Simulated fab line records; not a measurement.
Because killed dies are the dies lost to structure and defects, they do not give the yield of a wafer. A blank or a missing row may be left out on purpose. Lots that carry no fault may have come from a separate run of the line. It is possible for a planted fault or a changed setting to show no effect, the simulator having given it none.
Matching of chambers || flow n5-finfet || N5_BEOL_M3_VIA_ETCH_34 on rie-diel-05: 4 sister chambers
The step etches the open film in C4F6/O2, target depth 69.4 nm, time 65.9 s. 16 wafers are shown with their chamber, then 8 later ones without.

## WAFERS PAIRED WITH THEIR CHAMBERS
{"wafer": "L077.2", "chamber": 2, "showerhead-plenum-p-Torr (Torr)": 2.74, "drypump-motor-current-A (A)": 5.0, "rf-vpp-V (V)": 666}
{"wafer": "L077.3", "chamber": 1, "showerhead-plenum-p-Torr (Torr)": 2.83, "drypump-motor-current-A (A)": 6.0, "rf-vpp-V (V)": 687}
{"wafer": "L077.4", "chamber": 0, "showerhead-plenum-p-Torr (Torr)": 2.93, "drypump-motor-current-A (A)": 6.1, "rf-vpp-V (V)": 667}
{"wafer": "L078.1", "chamber": 1, "showerhead-plenum-p-Torr (Torr)": 2.83, "drypump-motor-current-A (A)": 6.0, "rf-vpp-V (V)": 687}
{"wafer": "L078.3", "chamber": 0, "showerhead-plenum-p-Torr (Torr)": 2.93, "drypump-motor-current-A (A)": 6.1, "rf-vpp-V (V)": 666}
{"wafer": "L078.6", "chamber": 0, "showerhead-plenum-p-Torr (Torr)": 2.93, "drypump-motor-current-A (A)": 6.1, "rf-vpp-V (V)": 668}
{"wafer": "L082.1", "chamber": 3, "showerhead-plenum-p-Torr (Torr)": 2.90, "drypump-motor-current-A (A)": 5.7, "rf-vpp-V (V)": 674}
{"wafer": "L082.3", "chamber": 2, "showerhead-plenum-p-Torr (Torr)": 2.73, "drypump-motor-current-A (A)": 5.1, "rf-vpp-V (V)": 668}
{"wafer": "L082.6", "chamber": 0, "showerhead-plenum-p-Torr (Torr)": 2.93, "drypump-motor-current-A (A)": 6.1, "rf-vpp-V (V)": 667}
{"wafer": "L083.1", "chamber": 0, "showerhead-plenum-p-Torr (Torr)": 2.93, "drypump-motor-current-A (A)": 6.1, "rf-vpp-V (V)": 667}
{"wafer": "L083.2", "chamber": 3, "showerhead-plenum-p-Torr (Torr)": 2.90, "drypump-motor-current-A (A)": 5.8, "rf-vpp-V (V)": 675}
{"wafer": "L083.3", "chamber": 1, "showerhead-plenum-p-Torr (Torr)": 2.83, "drypump-motor-current-A (A)": 6.0, "rf-vpp-V (V)": 686}
{"wafer": "L085.3", "chamber": 1, "showerhead-plenum-p-Torr (Torr)": 2.82, "drypump-motor-current-A (A)": 6.1, "rf-vpp-V (V)": 685}
{"wafer": "L085.5", "chamber": 0, "showerhead-plenum-p-Torr (Torr)": 2.92, "drypump-motor-current-A (A)": 6.1, "rf-vpp-V (V)": 668}
{"wafer": "L085.6", "chamber": 2, "showerhead-plenum-p-Torr (Torr)": 2.73, "drypump-motor-current-A (A)": 5.0, "rf-vpp-V (V)": 668}
{"wafer": "L090.1", "chamber": 2, "showerhead-plenum-p-Torr (Torr)": 2.73, "drypump-motor-current-A (A)": 5.0, "rf-vpp-V (V)": 668}

SIGNATURES, as means of the wafers listed above
{"reading": "showerhead-plenum-p-Torr", "chamber 0": 2.9283, "chamber 1": 2.8275, "chamber 2": 2.7325, "chamber 3": 2.9000, "scatter within a chamber": 0.00441}
{"reading": "drypump-motor-current-A", "chamber 0": 6.100, "chamber 1": 6.025, "chamber 2": 5.025, "chamber 3": 5.750, "scatter within a chamber": 0.0408}
{"reading": "rf-vpp-V", "chamber 0": 667.17, "chamber 1": 686.25, "chamber 2": 667.50, "chamber 3": 674.50, "scatter within a chamber": 0.87}
Rule: a wafer's distance from a chamber is the root of the sum, over the readings, of the square of ((its reading less the chamber's mean) divided by the reading's scatter). The wafer belongs to the nearest chamber; if the next one is less than 2 further off, it can't be placed. The scatter: the root of (the sum of the squares of (reading less its chamber's mean) over the shown wafers, divided by (wafers less chambers)).

## WAFERS WITH NO CHAMBER GIVEN
{"wafer": "L090.3", "showerhead-plenum-p-Torr (Torr)": 2.82, "drypump-motor-current-A (A)": 6.0, "rf-vpp-V (V)": 685}
{"wafer": "L090.6", "showerhead-plenum-p-Torr (Torr)": 2.82, "drypump-motor-current-A (A)": 6.0, "rf-vpp-V (V)": 686}
{"wafer": "L092.2", "showerhead-plenum-p-Torr (Torr)": 2.89, "drypump-motor-current-A (A)": 5.7, "rf-vpp-V (V)": 676}
{"wafer": "L092.3", "showerhead-plenum-p-Torr (Torr)": 2.92, "drypump-motor-current-A (A)": 6.1, "rf-vpp-V (V)": 666}
{"wafer": "L092.6", "showerhead-plenum-p-Torr (Torr)": 2.89, "drypump-motor-current-A (A)": 5.8, "rf-vpp-V (V)": 675}
{"wafer": "L095.2", "showerhead-plenum-p-Torr (Torr)": 2.89, "drypump-motor-current-A (A)": 5.8, "rf-vpp-V (V)": 674}
{"wafer": "L095.4", "showerhead-plenum-p-Torr (Torr)": 2.82, "drypump-motor-current-A (A)": 6.0, "rf-vpp-V (V)": 685}
{"wafer": "L095.5", "showerhead-plenum-p-Torr (Torr)": 2.72, "drypump-motor-current-A (A)": 5.0, "rf-vpp-V (V)": 667}

## CHAMBER TAKEN BY EACH
{"wafer": "L090.3", "from the rows above": 1, "in truth": 1}
{"wafer": "L090.6", "from the rows above": 1, "in truth": 1}
{"wafer": "L092.2", "from the rows above": 3, "in truth": 3}
{"wafer": "L092.3", "from the rows above": 0, "in truth": 0}
{"wafer": "L092.6", "from the rows above": 3, "in truth": 3}
{"wafer": "L095.2", "from the rows above": 3, "in truth": 3}
{"wafer": "L095.4", "from the rows above": 1, "in truth": 1}
{"wafer": "L095.5", "from the rows above": 2, "in truth": 2}
8 of 8 placed correctly. Number that these rows cannot place: 0. 0 placed wrongly.
